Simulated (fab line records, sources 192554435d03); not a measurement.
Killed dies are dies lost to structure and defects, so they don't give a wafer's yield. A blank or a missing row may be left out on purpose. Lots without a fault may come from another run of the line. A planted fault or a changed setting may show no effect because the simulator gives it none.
fab line records | flow n5_finfet
record lots=10 wafers=30 last_day=19
route steps=1938 shown BEOL_M8@1371 PASSIVATION@1936
lots that met no fault: from a run of the same line without faults
start_h: hours from the record's first day to the start of the lot's first wafer shown | wait_h: hours since the lot's step before | " the same as in the row above | L1.1+2: a row that stands for several wafers | - no value, or no start given | * or withheld: withheld | < > ~ a bound
route shown NAME@n: a module of which the file shows steps, and the number in the route of the first | usual: mean/standard deviation of fault-free wafers | same: alike in all rows | chamber/n: place in a boat | sites: the reading at each site | _std_site: their standard deviation | _edge_site: outer sites' mean less inner sites' | radius_mm: how far each site lies from the wafer's centre | mask NAME#n: copy n | behind: the tool/chamber that last shaped the wafer | hold: why the lot was held/for how many hours/how that ended | device: the transistor (n, p or np) that didn't switch | end of line: the same wafers' tests at the end of the route | a step without rows: its recipe alone | killed: dies lost to structure and defects at the first sort, not the wafer's yield | map: a wafer's dies, x killed, . not, _ none there
set.NAME: the setting as run; set.NAME@STEP: as run at that earlier step | model.NAME: the simulator's own value behind a step, which no gauge read
steps of the route over a sample of lots; a table a step, a row a wafer
services: from which hour (start_h, from the record's first day; less than 0 if before it) a tool's chamber was out of use, for how many hours, and why
## steps
# step N5_BEOL_M8_ETCH_66
# recipe chemistry=N2/H2 target=SOC target_depth_a=800 overetch_a=160 mask_material=SiARC temp_c=40 time_s=120 ion_energy_ev=200 pressure_mtorr=30 source_w=840 bias_w=150 n2_flow_sccm=200 h2_flow_sccm=200
# usual chamber_pressure_mTorr=30.00/0.032 drypump_motor_current_A=5.8/0.54 oes_product_au=0.62/0.074 rf_vpp_V=524.4/2.5 showerhead_plenum_p_Torr=2.57/0.088 temp_c=40.00/0.12 throttle_valve_pct=17.80/0.26
# columns lot.wafer tool chamber start_h wait_h chamber_pressure_mTorr drypump_motor_current_A oes_product_au rf_hours_counter_h rf_vpp_V showerhead_plenum_p_Torr temp_c throttle_valve_pct
L881.1 rie_diel-04 2 242.29 0.0 30.04 5.3 0.52 238 521.1 2.41 40.02 18.13
L881.5 " 0 " " 30.04 5.8 0.53 - 520.5 2.41 39.91 18.13
L881.6 " 1 " " 29.99 6.2 0.58 - 524.6 2.55 39.81 18.17
L880.1 rie_diel-03 3 271.47 0.0 30.01 6.3 0.55 214 521.0 2.52 39.90 17.71
L880.3 " 2 " " 30.01 6.5 0.75 1 524.6 2.60 40.02 17.55
L880.5 " 1 " " 30.00 4.9 0.63 - 526.3 2.68 40.08 17.79
L882.1 rie_diel-03 3 274.74 0.0 30.04 6.3 0.55 215 523.8 2.52 40.10 17.67
L882.3 " 2 " " 29.98 6.5 0.74 3 527.0 2.60 39.89 17.54
L882.4 " 1 " " 30.02 4.9 0.64 90 526.8 2.68 40.07 17.80
L883.2 rie_diel-01 2 287.08 0.0 29.98 5.2 0.62 97 524.4 2.56 39.97 18.07
L883.5 " 1 " " 30.01 6.5 0.68 - 523.2 2.48 39.79 17.38
L883.6 " 0 " " 30.04 6.0 0.64 - 520.5 2.48 39.92 17.76
L891.4 rie_diel-04 2 325.54 0.0 29.99 5.3 0.72 - 529.0 2.72 40.08 17.72
L891.5 " 1 " " 30.00 6.2 0.57 - 523.6 2.53 39.93 18.25
L891.6 " 0 " " 30.03 5.7 0.52 - 518.4 2.40 39.94 18.16
L896.1 rie_diel-03 3 357.54 0.0 29.98 6.3 0.54 243 521.8 2.51 40.12 17.75
L896.4 " 1 " " 30.04 4.9 0.61 116 527.2 2.67 39.94 17.86
L896.6 " 2 " " 29.95 6.5 0.68 - 525.4 2.59 40.14 17.60
L899.1 rie_diel-04 3 357.74 0.0 30.02 6.0 0.71 11 526.6 2.60 39.86 17.44
L899.2 " 1 " " 29.99 6.2 0.57 174 523.2 2.53 39.91 18.24
L899.4 " 0 " " 30.01 5.8 0.73 3 529.0 2.72 40.00 17.75
L898.3 rie_diel-04 2 363.99 0.0 29.97 5.3 0.70 30 529.8 2.71 40.32 17.76
L898.5 " 0 " " 30.01 5.7 0.72 - 529.0 2.72 39.86 17.75
L898.6 " 1 " " 29.96 6.2 0.56 - 523.5 2.53 40.30 18.26
L897.1 rie_diel-03 1 383.30 0.0 29.99 4.9 0.60 124 524.3 2.66 40.04 17.86
L897.2 " 0 " " 30.01 5.2 0.52 243 521.9 2.51 40.20 17.61
L897.6 " 1 " " 29.95 4.8 0.60 - 527.8 2.66 40.04 17.86
L903.2 rie_diel-04 0 399.42 0.0 29.99 5.8 0.68 21 528.6 2.71 40.11 17.77
L903.3 " 2 " " 30.04 5.3 0.68 42 528.9 2.70 40.02 17.77
L903.5 " 1 " " 29.97 6.2 0.56 - 523.1 2.52 40.09 18.29
# step N5_BEOL_M8_ETCH_41
# recipe chemistry=CH3F/O2 target=SiCN target_depth_a=319 taper_deg=2 time_s=57.8 ion_energy_ev=120 mask_material=TiN pressure_mtorr=30 source_w=395 bias_w=75 Ar_flow_sccm=150 CH3F_flow_sccm=30 O2_flow_sccm=20
# usual chamber_pressure_mTorr=30.000/0.028 drypump_motor_current_A=5.8/0.54 oes_product_au=0.82/0.1 rf_vpp_V=297.7/1.6 showerhead_plenum_p_Torr=2.02/0.067 throttle_valve_pct=16.31/0.24
# columns lot.wafer tool chamber start_h wait_h chamber_pressure_mTorr drypump_motor_current_A oes_product_au rf_hours_counter_h rf_vpp_V showerhead_plenum_p_Torr throttle_valve_pct
L881.1 rie_diel-04 2 - - 29.947 5.3 0.67 238 295.0 1.89 16.67
L881.5 " 0 " " 30.025 5.8 0.70 - 296.3 1.89 16.61
L881.6 " 1 " " 30.017 6.2 0.78 - 296.7 2.01 16.68
L880.1 rie_diel-03 3 - - 30.037 6.3 0.71 214 295.8 1.98 16.19
L880.3 " 2 " " 30.013 6.5 1.00 1 297.4 2.05 16.05
L880.5 " 1 " " 29.990 4.9 0.83 - 299.3 2.10 16.33
L882.1 rie_diel-03 3 - - 29.941 6.3 0.70 215 297.4 1.98 16.21
L882.3 " 2 " " 29.988 6.5 0.97 3 298.2 2.05 16.04
L882.4 " 1 " " 30.067 4.9 0.82 90 298.2 2.10 16.33
L883.2 rie_diel-01 2 - - 30.030 5.2 0.81 97 298.4 2.02 16.52
L883.5 " 1 " " 30.028 6.5 0.91 - 297.1 1.96 15.98
L883.6 " 0 " " 29.994 6.0 0.84 - 296.1 1.95 16.19
L891.4 rie_diel-04 2 - - 30.026 5.3 0.96 - 299.2 2.13 16.22
L891.5 " 1 " " 29.987 6.2 0.75 - 296.4 2.00 16.75
L891.6 " 0 " " 30.001 5.8 0.68 - 295.5 1.89 16.63
L896.1 rie_diel-03 3 - - 30.015 6.2 0.69 243 298.6 1.97 16.26
L896.4 " 1 " " 29.951 4.9 0.79 116 299.8 2.09 16.38
L896.6 " 2 " " 29.964 6.5 0.89 - 299.2 2.04 16.11
L899.1 rie_diel-04 3 - - 29.931 6.0 0.94 11 297.5 2.05 15.89
L899.2 " 1 " " 30.038 6.2 0.73 175 295.9 2.00 16.78
L899.4 " 0 " " 29.999 5.8 0.97 3 300.5 2.13 16.16
L898.3 rie_diel-04 2 - - 30.031 5.3 0.93 30 299.0 2.12 16.25
L898.5 " 0 " " 29.982 5.8 0.96 - 300.8 2.13 16.18
L898.6 " 1 " " 30.038 6.2 0.72 - 296.8 2.00 16.77
L897.1 rie_diel-03 1 - - 29.994 4.9 0.79 124 300.0 2.08 16.40
L897.2 " 0 " " 30.011 5.2 0.67 243 297.3 1.98 16.17
L897.6 " 1 " " 30.007 4.9 0.80 - 299.9 2.08 16.40
L903.2 rie_diel-04 0 - - 30.041 5.8 0.92 21 301.0 2.13 16.20
L903.3 " 2 " " 29.994 5.3 0.91 42 299.8 2.12 16.28
L903.5 " 1 " " 30.009 6.2 0.73 - 297.1 1.99 16.80
# step N5_BEOL_M8_CD_MEAS_35
# recipe target_cd_nm=40 polarity=opening
# usual cd_nm=40.0/0.51
# columns lot.wafer tool chamber start_h wait_h cd_nm
L881.1 cd_sem-03 - 242.79 0.0 40.7
L881.5 " - " " 40.3
L881.6 " - " " 39.9
L880.1 cd_sem-02 - 272.07 0.0 39.1
L880.3 " - " " 39.4
L880.5 " - " " 39.8
L882.1 cd_sem-02 - 275.24 0.0 39.9
L882.3 " - " " 39.6
L882.4 " - " " 39.8
L883.2 cd_sem-03 - 287.58 0.0 39.2
L883.5 " - " " 39.3
L883.6 " - " " 39.9
L891.4 cd_sem-01 - 326.00 0.0 40.8
L891.5 " - " " 40.0
L891.6 " - " " 40.1
L896.1 cd_sem-03 - 358.04 0.0 40.3
L896.4 " - " " 40.6
L896.6 " - " " 40.2
L899.1 cd_sem-03 - 358.24 0.0 40.0
L899.2 " - " " 39.3
L899.4 " - " " 40.1
L898.3 cd_sem-03 - 364.49 0.0 40.0
L898.5 " - " " 39.5
L898.6 " - " " 39.3
L897.1 cd_sem-02 - 383.80 0.0 40.1
L897.2 " - " " 40.5
L897.6 " - " " 39.6
L903.2 cd_sem-01 - 399.93 0.0 41.1
L903.3 " - " " 41.0
L903.5 " - " " 39.7
# step N5_BEOL_M8_ALD_77
# recipe material=TaN target_thk_a=20 temp_c=275 ald_precursor_family=PDMAT ald_co_reactant=NH3 pressure_torr=3 carrier_flow_sccm=1500 pulse_time_s=2 purge_time_s=3 co_reactant_purge_time_s=2 co_reactant_pulse_time_s=3 ald_cycles=40 precursor_vessel_temp_c=75 precursor_vessel_pressure_torr=26.25 precursor_vessel_carrier_sccm=1000
# usual heater_power_w=421/36 precursor_vessel_carrier_sccm=1000/3.2 purge_time_s=3/0
# columns lot.wafer tool chamber start_h wait_h heater_power_w precursor_vessel_carrier_sccm purge_time_s since_wet_clean_h
L881.1 ald_metal-01 1 243.56 0.0 426 1001 3 1445
L881.5 " 0 " " 370 1001 3 -
L881.6 " 1 " " 421 1000 3 -
L880.1 ald_metal-01 1 272.84 0.0 426 998 3 1474
L880.3 " 2 " " 481 1003 3 1474
L880.5 " 3 " " 428 1000 3 -
L882.1 ald_metal-01 2 276.14 0.1 476 1004 3 1477
L882.3 " 3 " " 421 999 3 1477
L882.4 " 1 " " 427 999 3 1477
L883.2 ald_metal-03 1 288.37 0.1 442 1000 3 3028
L883.5 " 2 " " 413 1003 3 -
L883.6 " 1 " " 432 1001 3 -
L891.4 ald_metal-03 1 326.85 0.0 444 991 1.7926 3067
L891.5 " 1 " " 445 995 1.7926 -
L891.6 " 2 " " 401 999 3 -
L896.1 ald_metal-04 0 358.73 0.0 364 1001 3 8
L896.4 " 3 " " 399 997 3 8
L896.6 " 0 " " 355 996 3 -
L899.1 ald_metal-01 0 358.91 0.1 371 1003 3 1560
L899.2 " 2 " " 473 1000 3 1560
L899.4 " 3 " " 420 997 3 1560
L898.3 ald_metal-04 2 365.07 0.1 457 997 3 14
L898.5 " 2 " " 438 996 3 -
L898.6 " 1 " " 391 1003 3 -
L897.1 ald_metal-04 1 384.77 0.0 388 1004 3 34
L897.2 " 2 " " 460 1005 3 34
L897.6 " 1 " " 384 997 3 -
L903.2 ald_metal-01 1 400.61 0.1 432 993 3 1602
L903.3 " 3 " " 408 1004 3 1602
L903.5 " 2 " " 460 997 3 -
# step N5_PASSIVATION_PROBE_49
# usual defect_limited_yield=91.2/1.4 killed_at_M0_to_M3=36/11 killed_at_M4_up=14/5.6 killed_at_contacts=12/5.9 killed_at_front_end=38/13 killed_at_other=3.5/2.7 killed_dies=104/17 killed_open=68/12 killed_short=34/8.2 sort_bin_5_function=5.1/0.95 sort_bin_6_memory=3.3/0.7 sort_n_pass=1076/17 sort_yield_pct=91.2/1.4
# same gross_dies=1180 killed_at_back_side=0 sort_bin_4_leakage[%]=0 sort_bin_8_speed[%]=0
# columns lot.wafer tool chamber start_h wait_h defect_limited_yield[%] killed_at_M0_to_M3 killed_at_M4_up killed_at_contacts killed_at_front_end killed_at_other killed_dies killed_open killed_short sort_bin_5_function[%] sort_bin_6_memory[%] sort_n_pass sort_yield_pct[%]
L891.4 prober-01 - 411.01 0.2 91.1 39 13 11 37 5 105 67 34 5.2 3.4 1075 91.1
L891.5 prober-01 - 411.06 0.2 92.2 34 22 9 25 2 92 60 30 4.9 2.5 1088 92.2
L891.6 prober-01 - 411.11 0.3 91.3 29 9 9 49 7 103 56 40 4.9 3.4 1077 91.3
L896.1 prober-01 - 429.83 0.0 92.7 25 10 7 42 2 86 46 37 3.5 3.3 1094 92.7
L896.4 prober-01 - 429.98 0.2 92.9 27 11 5 40 1 84 61 18 3.8 3.0 1096 92.9
L896.6 prober-01 - 430.08 0.3 92.2 22 9 9 45 7 92 58 32 4.7 2.8 1088 92.2
# killed by level:class
L891.4 FIN_SAQP:geometric_particle:open=12 BEOL_M1:geometric_particle:open=10 BEOL_M0_SAQP:geometric_particle:short=9 MOL_CONTACT_COAG:geometric_particle:open=8 BEOL_M0_SAQP:geometric_particle:open=6 GATE_CUT:geometric_particle:short=5 BEOL_M0:geometric_particle:open=5 GATE_CUT:geometric_particle:open=4
L891.5 BEOL_M4:geometric_particle:open=12 BEOL_M0_SAQP:geometric_particle:short=8 BEOL_M1:geometric_particle:open=8 FIN_SAQP:geometric_particle:open=7 MOL_CONTACT_COAG:geometric_particle:open=6 BEOL_M3:geometric_particle:open=6 BEOL_M7:geometric_particle:open=6 STARTING-WAFER:geometric_particle:short=6
L891.6 FIN_SAQP:geometric_particle:short=12 FIN_SAQP:geometric_particle:open=8 BEOL_M0_SAQP:geometric_particle:short=8 MOL_CONTACT_COAG:geometric_particle:open=7 BEOL_M0_SAQP:geometric_particle:open=6 BEOL_M2:geometric_particle:open=5 ILD0:geometric_particle:open=4 DUMMY_GATE:geometric_particle:open=4
L896.1 BEOL_M2:geometric_particle:open=9 FIN_SAQP:geometric_particle:open=8 GATE_CUT:geometric_particle:short=6 STARTING-WAFER:geometric_particle:short=6 MOL_CONTACT_COAG:geometric_particle:open=5 BEOL_M0_SAQP:geometric_particle:short=5 FIN_SAQP:geometric_particle:short=4 ILD0:geometric_particle:short=3
L896.4 FIN_SAQP:geometric_particle:open=18 DUMMY_GATE:geometric_particle:open=6 BEOL_M2:geometric_particle:open=6 BEOL_M1:geometric_particle:open=6 BEOL_M0_SAQP:geometric_particle:open=5 BEOL_M3:geometric_particle:open=5 FIN_SAQP:geometric_particle:short=3 MOL_CONTACT_COAG:geometric_particle:open=3
L896.6 FIN_SAQP:geometric_particle:open=12 FIN_SAQP:geometric_particle:short=9 BEOL_M1:geometric_particle:open=6 MOL_CONTACT_COAG:geometric_particle:open=5 BEOL_M2:geometric_particle:open=5 STI_FIN_REVEAL:geometric_particle:open=4 MOL_CONTACT_COAG:geometric_particle:short=4 BEOL_M0_SAQP:geometric_particle:short=4
## services
# columns tool chamber start_h hours kind
rie_diel-01 1 219.97 25.1 repair
ald_metal-03 - 238.83 8.7 pm
rie_diel-03 2 248.78 - clean
ald_metal-04 - 267.84 0.9 repair
rie_diel-04 2 273.86 - clean
rie_diel-04 2 273.86 - consumable_replace:focus_ring
rie_diel-04 2 273.86 - consumable_replace:showerhead
rie_diel-04 2 273.86 18.4 scheduled_down
rie_diel-04 2 273.86 18.4 vent_cycle
rie_diel-04 0 276.34 24.4 repair
rie_diel-04 3 315.93 - clean
rie_diel-04 3 315.93 - consumable_replace:focus_ring
rie_diel-04 3 315.93 15.1 scheduled_down
rie_diel-04 3 315.93 15.1 vent_cycle
rie_diel-01 0 320.42 4.8 repair
rie_diel-04 0 331.01 - clean
rie_diel-04 0 331.01 - consumable_replace:focus_ring
rie_diel-04 0 331.01 - consumable_replace:showerhead
rie_diel-04 0 331.01 20.4 scheduled_down
rie_diel-04 0 331.01 20.4 vent_cycle
ald_metal-04 - 337.25 14.0 pm
ald_metal-03 - 344.10 2.8 pm
rie_diel-01 - 351.87 2.8 pm
ald_metal-04 - 400.62 8.7 pm
## key
first_sign step=N5_BEOL_M8_ALD_77 reading=purge_time_s direction=down sigmas=99+ usual=* struck=*
effect none on later readings
met_at N5_BEOL_M8_ALD_77
struck_lots L891
struck_wafers L891.4,L891.5
not_acting_at N5_BEOL_M8_ETCH_66,N5_BEOL_M8_ETCH_41,N5_BEOL_M8_CD_MEAS_35
onset_between 288.37 326.85
fault kind=process_parameter_drift tool=ald_metal-03 chamber=1 onset_h=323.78 steps=N5_BEOL_M8_ALD_77 channel=purge_time_s offset=* shape=step end_h=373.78 acts_in=* stated=*
